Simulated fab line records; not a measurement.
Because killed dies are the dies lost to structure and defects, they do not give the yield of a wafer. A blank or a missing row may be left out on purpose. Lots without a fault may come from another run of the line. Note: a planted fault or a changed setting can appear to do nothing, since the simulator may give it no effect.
fab line records :: flow nandHarc
record
  lots=6
  wafers=18
  lastDay=34
route steps=1302 shown P_START@1 P_ZERO_WELL@2 END@1302
lots that met no fault: taken from a fault-free run of the same line
startH: start of the lot's first displayed wafer, in hours after the record's first day :: waitH: how many hours have passed since the lot's step before this one :: " repeats the value in the row above :: L1.1+2: a row that stands for several wafers :: - either no value or no given start :: * or withheld: withheld :: < > ~ a bound
route shown NAME@n: a module of which the file shows steps, and the number in the route of the first :: usual: mean and standard deviation over wafers with no fault :: same: alike in all rows :: chamber/n: place in a boat :: sites: the reading at each site :: _std_site: their standard deviation :: _edge_site: inner sites' mean taken away from outer sites' mean :: radiusMm: how far each site lies from the wafer's centre :: mask NAME#n: copy n :: behind: tool/chamber where the wafer was last shaped :: hold: the reason the lot was held/the length of the hold in hours/how it ended :: device: whichever transistor did not switch (one of n, p or np) :: end of line: the tests these same wafers got at the end of their route :: a step with no rows: only its recipe :: killed: the dies lost at the first sort to structure and to defects; this is not the yield of the wafer :: map: shows each die of a wafer: x if killed, . if not, _ if none is there
set.NAME: the setting that was run; set.NAME@STEP: the one run at that earlier step :: model.NAME: the simulator's own value behind a step, which no gauge read
a table for each step, a row for each wafer; lots at some steps of the route
services: a tool's chamber out of use, with start hour (startH, from the record's first day; less than 0 if before it), hours out, and reason
## steps
# step NHARC_P_START_INSPECT_01
# usual
  rawDefectCount=3.5/1.9
lot.wafer: L543.1
tool: defectInspect-01
chamber: -
startH: 20.04
waitH: -
rawDefectCount: 3

lot.wafer: L543.2
tool: defectInspect-01
chamber: -
startH: 20.04
waitH: -
rawDefectCount: 2

lot.wafer: L543.3
tool: defectInspect-01
chamber: -
startH: 20.04
waitH: -
rawDefectCount: 3

lot.wafer: L544.2
tool: defectInspect-01
chamber: -
startH: 30.04
waitH: -
rawDefectCount: 3

lot.wafer: L544.3
tool: defectInspect-01
chamber: -
startH: 30.04
waitH: -
rawDefectCount: 3

lot.wafer: L544.4
tool: defectInspect-01
chamber: -
startH: 30.04
waitH: -
rawDefectCount: 4

lot.wafer: L548.2
tool: defectInspect-01
chamber: -
startH: 70.04
waitH: -
rawDefectCount: 2

lot.wafer: L548.4
tool: defectInspect-01
chamber: -
startH: 70.04
waitH: -
rawDefectCount: 3

lot.wafer: L548.6
tool: defectInspect-01
chamber: -
startH: 70.04
waitH: -
rawDefectCount: 1

lot.wafer: L560.2
tool: defectInspect-01
chamber: -
startH: 190.04
waitH: -
rawDefectCount: 2

lot.wafer: L560.4
tool: defectInspect-01
chamber: -
startH: 190.04
waitH: -
rawDefectCount: 3

lot.wafer: L560.6
tool: defectInspect-01
chamber: -
startH: 190.04
waitH: -
rawDefectCount: 7

lot.wafer: L561.1
tool: defectInspect-02
chamber: -
startH: 200.04
waitH: -
rawDefectCount: 7

lot.wafer: L561.5
tool: defectInspect-02
chamber: -
startH: 200.04
waitH: -
rawDefectCount: 2

lot.wafer: L561.6
tool: defectInspect-02
chamber: -
startH: 200.04
waitH: -
rawDefectCount: 6

lot.wafer: L566.4
tool: defectInspect-01
chamber: -
startH: 250.05
waitH: -
rawDefectCount: 2

lot.wafer: L566.5
tool: defectInspect-01
chamber: -
startH: 250.05
waitH: -
rawDefectCount: 4

lot.wafer: L566.6
tool: defectInspect-01
chamber: -
startH: 250.05
waitH: -
rawDefectCount: 4
# step NHARC_P_ZERO_WELL_PRECLEAN_00
# recipe
  timeS=600
  tempC=120
  chemistry=SPM
# step NHARC_P_ZERO_WELL_SRD_01
# step NHARC_P_ZERO_WELL_PECVD_02
# recipe
  targetThkA=100
  tempC=400
  pressureTorr=6.5
  rfW=withheld
  teosFlowSccm=withheld
  flowSccm=2650
  targetThkNm=10
  gas=O2
  material=SiO2
# usual
  chamberPressureTorr=6.500/0.015
lot.wafer: L543.3
tool: pecvd-01
chamber: 2
startH: 20.44
waitH: -
chamberPressureTorr: 6.500
sinceWetCleanH: 58

lot.wafer: L543.2
tool: pecvd-01
chamber: 0
startH: 20.44
waitH: -
chamberPressureTorr: 6.475
sinceWetCleanH: 59

lot.wafer: L543.1
tool: pecvd-01
chamber: 1
startH: 20.44
waitH: -
chamberPressureTorr: 6.499
sinceWetCleanH: 59

lot.wafer: L544.2
tool: pecvd-04
chamber: 0
startH: 30.48
waitH: -
chamberPressureTorr: 6.490
sinceWetCleanH: 110

lot.wafer: L544.3
tool: pecvd-04
chamber: 1
startH: 30.48
waitH: -
chamberPressureTorr: 6.489
sinceWetCleanH: 110

lot.wafer: L544.4
tool: pecvd-04
chamber: 1
startH: 30.48
waitH: -
chamberPressureTorr: 6.492
sinceWetCleanH: -

lot.wafer: L548.2
tool: pecvd-04
chamber: 2
startH: 70.52
waitH: -
chamberPressureTorr: 6.505
sinceWetCleanH: 150

lot.wafer: L548.6
tool: pecvd-04
chamber: 0
startH: 70.52
waitH: -
chamberPressureTorr: 6.511
sinceWetCleanH: -

lot.wafer: L548.4
tool: pecvd-04
chamber: 1
startH: 70.52
waitH: -
chamberPressureTorr: 6.498
sinceWetCleanH: -

lot.wafer: L560.2
tool: pecvd-04
chamber: 1
startH: 190.48
waitH: -
chamberPressureTorr: -
sinceWetCleanH: -

lot.wafer: L560.6
tool: pecvd-04
chamber: 0
startH: 190.48
waitH: -
chamberPressureTorr: -
sinceWetCleanH: -

lot.wafer: L560.4
tool: pecvd-04
chamber: 1
startH: 190.48
waitH: -
chamberPressureTorr: -
sinceWetCleanH: -

lot.wafer: L561.1
tool: pecvd-03
chamber: 1
startH: 200.49
waitH: -
chamberPressureTorr: -
sinceWetCleanH: -

lot.wafer: L561.5
tool: pecvd-03
chamber: 0
startH: 200.49
waitH: -
chamberPressureTorr: -
sinceWetCleanH: -

lot.wafer: L561.6
tool: pecvd-03
chamber: 1
startH: 200.49
waitH: -
chamberPressureTorr: -
sinceWetCleanH: -

lot.wafer: L566.4
tool: pecvd-03
chamber: 1
startH: 250.57
waitH: -
chamberPressureTorr: 6.510
sinceWetCleanH: -

lot.wafer: L566.6
tool: pecvd-03
chamber: 2
startH: 250.57
waitH: -
chamberPressureTorr: 6.491
sinceWetCleanH: -

lot.wafer: L566.5
tool: pecvd-03
chamber: 0
startH: 250.57
waitH: -
chamberPressureTorr: 6.513
sinceWetCleanH: -
# step NHARC_P_ZERO_WELL_DEHYDRATE_03
# recipe
  tempC=150
  timeS=120
# step NHARC_END_SORT_01
# recipe
  tempC=25
# usual
  killedAtArray=52/18
  killedAtOther=0.6/0.83
  killedAtPeriphery=4.3/2.8
  killedDies=57/19
  killedOpen=3.4/2
  killedShort=2.5/1.7
# same
  grossDies=677
lot.wafer: L560.6
tool: prober-01
chamber: 0
startH: 718.29
waitH: 4.1
killedAtArray: 26
killedAtOther: 0
killedAtPeriphery: 6
killedDies: 32
killedOpen: 0
killedShort: 3
# killed by level:class
L560.6 A_CHANNEL_HOLE_D1:chamberFilmFlake=9 P_GATE:chamberFilmFlake=6 A_STAIRCASE:chamberFilmFlake=6 A_CONTACT:chamberFilmFlake=4 A_SLIT:chamberFilmFlake=3 A_SGD_CUT:geometricParticle:short=1 A_WL_FILL:geometricParticle:short=1 A_CONTACT:geometricParticle:short=1
## services
tool: pecvd-03
chamber: -
startH: 4.44
hours: 13.0
kind: pm

tool: pecvd-03
chamber: 0
startH: 4.44
hours: 13.0
kind: ventCycle

tool: pecvd-03
chamber: 1
startH: 4.44
hours: 13.0
kind: ventCycle

tool: pecvd-03
chamber: 2
startH: 4.44
hours: 13.0
kind: ventCycle

tool: pecvd-03
chamber: 0
startH: 17.44
hours: -
kind: clean

tool: pecvd-03
chamber: 1
startH: 17.44
hours: -
kind: clean

tool: pecvd-03
chamber: 2
startH: 17.44
hours: -
kind: clean

tool: pecvd-03
chamber: 2
startH: 29.49
hours: 3.2
kind: repair

tool: pecvd-01
chamber: -
startH: 46.89
hours: 1.2
kind: repair

tool: pecvd-03
chamber: -
startH: 58.73
hours: 0.3
kind: repair

tool: pecvd-01
chamber: -
startH: 83.63
hours: 1.4
kind: repair

tool: pecvd-01
chamber: 0
startH: 87.56
hours: 4.7
kind: repair

tool: pecvd-04
chamber: -
startH: 88.23
hours: 13.0
kind: pm

tool: pecvd-04
chamber: 0
startH: 88.23
hours: 13.0
kind: ventCycle

tool: pecvd-04
chamber: 1
startH: 88.23
hours: 13.0
kind: ventCycle

tool: pecvd-04
chamber: 2
startH: 88.23
hours: 13.0
kind: ventCycle

tool: pecvd-04
chamber: 0
startH: 101.23
hours: -
kind: clean

tool: pecvd-04
chamber: 1
startH: 101.23
hours: -
kind: clean

tool: pecvd-04
chamber: 2
startH: 101.23
hours: -
kind: clean

tool: pecvd-01
chamber: -
startH: 130.00
hours: 13.0
kind: pm

tool: pecvd-03
chamber: 0
startH: 158.55
hours: 3.7
kind: repair

tool: pecvd-04
chamber: 1
startH: 174.83
hours: 7.5
kind: repair

tool: pecvd-03
chamber: -
startH: 185.44
hours: 13.0
kind: pm

tool: pecvd-03
chamber: 0
startH: 185.44
hours: 13.0
kind: ventCycle
## key
firstSign
  step=NHARC_P_ZERO_WELL_PECVD_02
  reading=toolRecord
  direction=missing
effect none on later readings
metAt NHARC_P_ZERO_WELL_PECVD_02
struckWafers L560.2,L560.4,L560.6,L561.1,L561.5,L561.6
testerLeftOut L560,L561
onsetBetween 70.52 190.48
fault
  kind=skippedStepWhole
  tool=pecvd-03,pecvd-04
  chamber=-
  onsetH=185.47
  steps=NHARC_P_ZERO_WELL_PECVD_02
  scope=struckLotsOnly
# testerLeftOut: of these lots the tester's yield and bins aren't shown, on N5 and GAA mostly nor the transistor test; their killed dies are dies lost to structure and defects alone, not to doping, threshold or leakage, so they don't give the yield
